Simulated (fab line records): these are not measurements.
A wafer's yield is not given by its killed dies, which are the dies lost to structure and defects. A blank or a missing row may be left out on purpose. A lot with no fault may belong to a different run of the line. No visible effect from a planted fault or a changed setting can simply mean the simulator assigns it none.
3 desks looking at one fault	flow n5_finfet	only its own numbers are on each desk; what lay behind them is given at the end

## THE DEFECT DESK
Lot by lot, what the route's inspections counted, given as the mean of those sampled wafers with a number. If a lot's mean is further than 4 standard deviations from the usual mean, the lot is out of limits and carries the mark OUT (the distance appears in the brackets).
Columns: A = raw_defect_count at N5_BEOL_M12_INSPECT_30, usual 2.2
lot	first seen here	A
L353	day 10 16:10	3.7
L354	day 10 23:15	2.7
L355	day 11 11:40	2.0
L365	day 14 02:03	2.3
L367	day 14 02:19	4.3
L368	day 14 21:55	2.3
L372	day 15 10:14	3.0
L375	day 16 14:41	3.3
L373	day 17 00:04	2.3
L374	day 17 00:53	2.0
L376	day 17 14:59	2.0
This desk's verdict: no lot among the 11 shows anything out of limits.

## AT THE METROLOGY DESK
What the gauges read, lot by lot, whatever tool the lot ran on: means of the sampled wafers that have a number. If a lot's mean is further than 4 standard deviations from the usual mean, the lot is out of limits and carries the mark OUT (the distance appears in the brackets).
Columns: A = cd_nm at N5_BEOL_M12_CD_MEAS_17, usual 140.9 nm
lot	first seen here	A
L353	day 10 15:48	141.9
L354	day 10 22:52	139.8
L355	day 11 11:17	141.7
L365	day 14 01:40	140.6
L367	day 14 01:57	139.4
L368	day 14 21:32	140.5
L372	day 15 09:50	140.9
L375	day 16 14:19	141.7
L373	day 16 23:34	140.9
L374	day 17 00:22	141.3
L376	day 17 14:28	141.8
This desk's verdict: no lot among the 11 shows anything out of limits.

## THE TOOL OWNER'S DESK: cmp-04
The tool's own readings at N5_BEOL_M12_CMP_49 (polishes, stops on SiOC, t overpolish 20.6 s, target thk 320 nm): means of the sampled wafers that have a number, for each lot that ran on this tool. If a lot's mean is further than 4 standard deviations from the usual mean, the lot is out of limits and carries the mark OUT (the distance appears in the brackets).
Columns: A = barrier_field_endpoint_s at N5_BEOL_M12_CMP_49, usual 30.4 s; B = clearing_platen_down_force_psi at N5_BEOL_M12_CMP_49, usual 1.4992 psi; C = head_pressure_psi at N5_BEOL_M12_CMP_49, usual 0.9998 psi; D = motor_current_A at N5_BEOL_M12_CMP_49, usual 5.6 A; E = overpolish_run_s at N5_BEOL_M12_CMP_49, usual 20.599 s; F = slurry_flow_ml_min at N5_BEOL_M12_CMP_49, usual 150.0
lot	first seen here	A	B	C	D	E	F
L354	day 11 03:13	30.8	1.5028	0.9997	5.4	20.595	150.7
L365	day 14 07:00	27.7	1.5005	1.0978 (+49) OUT	5.6	20.599	149.7
L375	day 16 16:34	29.9	1.4979	0.9982	5.8	20.597	149.9
L376	day 17 18:20	29.4	1.4998	0.9991	5.3	20.595	149.7
This desk finds L365 out of limits, L365 being first, at day 14 07:00 (head_pressure_psi at N5_BEOL_M12_CMP_49). Within limits: L354, L375, L376.

## BROUGHT TOGETHER
The tool owner's desk could have raised an alarm at day 14 07:00, on L365.
The defect desk saw nothing out of limits.
At the metrology desk, nothing out of limits was observed.
The defect desk has L365 on record, within its limits.
The metrology desk has L365 on record, within its limits.
On cmp-04, each named lot ran N5_BEOL_M12_CMP_49.

## WHAT THE SIMULATOR PUT IN
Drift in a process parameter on cmp-04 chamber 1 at N5_BEOL_M12_CMP_49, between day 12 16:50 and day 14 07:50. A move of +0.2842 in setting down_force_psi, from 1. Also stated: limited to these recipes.
Struck lots among those shown: L365.
Delay in hours, fault start to first out-of-limits reading, by desk: the tool owner's desk at 38.
